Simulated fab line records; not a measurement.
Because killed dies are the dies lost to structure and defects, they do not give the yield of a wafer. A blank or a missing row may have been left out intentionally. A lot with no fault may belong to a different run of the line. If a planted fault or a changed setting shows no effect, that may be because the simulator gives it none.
The same fault as seen by 2 desks    flow n5_finfet    each desk has only its own numbers; what lay behind them comes last

## TOOL OWNER'S DESK, pecvd-04
The tool's own readings at N5_GATE_CUT_HM_DEP_46 (deposits SiO2 from TEOS/O2, target thk 130 nm, time 26.6 s): means of the sampled wafers that have a number, for each lot that ran on this tool. Marked OUT: a lot whose mean sits more than 4 standard deviations from the usual mean, which makes it out of limits; the brackets give that distance.
Columns: A = heater_power_w at N5_GATE_CUT_HM_DEP_46, usual 608 W; B = showerhead_plenum_p_Torr at N5_GATE_CUT_HM_DEP_46, usual 8.36 Torr; C = throttle_valve_pct at N5_GATE_CUT_HM_DEP_46, usual 18.7 %
lot   first seen here  A    B     C
L435  day 6 00:20      530  8.38  18.8
L440  day 7 11:15      589  8.36  18.5
L443  day 8 03:55      570  8.37  18.6
L448  day 9 06:46      581  8.38  19.0
L449  day 9 14:29      620  8.37  19.0
Finding of this desk: none of the 5 lots has anything out of limits.

## FROM THE METROLOGY DESK
What the gauges read for every lot (on any tool): the sampled wafers with a number, averaged. Marked OUT: a lot whose mean sits more than 4 standard deviations from the usual mean, which makes it out of limits; the brackets give that distance. Shown are 7 of the 11 readings it has, namely the first that went out of limits plus those furthest out on some lot.
Columns: A = GC_FILL_THK at N5_GATE_CUT_THK_MEAS_24, usual 219.3 nm; B = DIBL_N at N5_BEOL_M4_RC_MEAS_101, usual 36.9 mV/V; C = DIBL_P at N5_BEOL_M4_RC_MEAS_101, usual 37.1 mV/V; D = IOFF_P at N5_BEOL_M4_RC_MEAS_101, usual 0.22 nA/um; E = ION_P at N5_BEOL_M4_RC_MEAS_101, usual 463 uA/um; F = SS_N at N5_BEOL_M4_RC_MEAS_101, usual 71.7 mV/dec; G = VT_P at N5_BEOL_M4_RC_MEAS_101, usual -250 mV
lot   first seen here  A                B     C     D     E    F     G
L435  day 6 03:25      221.0            36.2  36.9  0.23  460  71.5  -247
L436  day 6 09:50      218.3            37.7  37.1  0.24  462  72.1  -248
L440  day 7 14:28      219.3            38.7  36.5  0.18  453  72.0  -254
L443  day 8 08:09      220.9            35.9  35.5  0.19  457  71.4  -253
L445  day 8 13:26      218.3            36.5  38.1  0.23  465  71.6  -250
L448  day 9 09:52      194.8 (-14) OUT  37.9  35.8  0.25  468  71.4  -246
L449  day 9 17:43      195.6 (-13) OUT  37.0  34.8  0.23  463  72.0  -249
L452  day 10 10:12     218.0            36.1  37.3  0.23  468  70.9  -247
Finding of this desk: L448, L449 out of limits, first seen on L448 at day 9 09:52 (GC_FILL_THK at N5_GATE_CUT_THK_MEAS_24). L435, L436, L440, L443, L445, L452 stayed within limits.

## ALL TOGETHER
L448, L449 would have let the metrology desk raise an alarm at day 9 09:52.
The tool owner's desk saw nothing out of limits.
The tool owner's desk has L448, L449 on record, within its limits.
Of the lots named, all ran N5_GATE_CUT_HM_DEP_46 on pecvd-04.

## WHAT WAS PUT IN BY THE SIMULATOR
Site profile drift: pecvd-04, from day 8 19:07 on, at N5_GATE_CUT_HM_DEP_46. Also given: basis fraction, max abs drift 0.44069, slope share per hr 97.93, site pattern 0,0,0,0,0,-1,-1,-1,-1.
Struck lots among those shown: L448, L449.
Delay in hours, fault start to first out-of-limits reading, per desk: metrology desk 15.
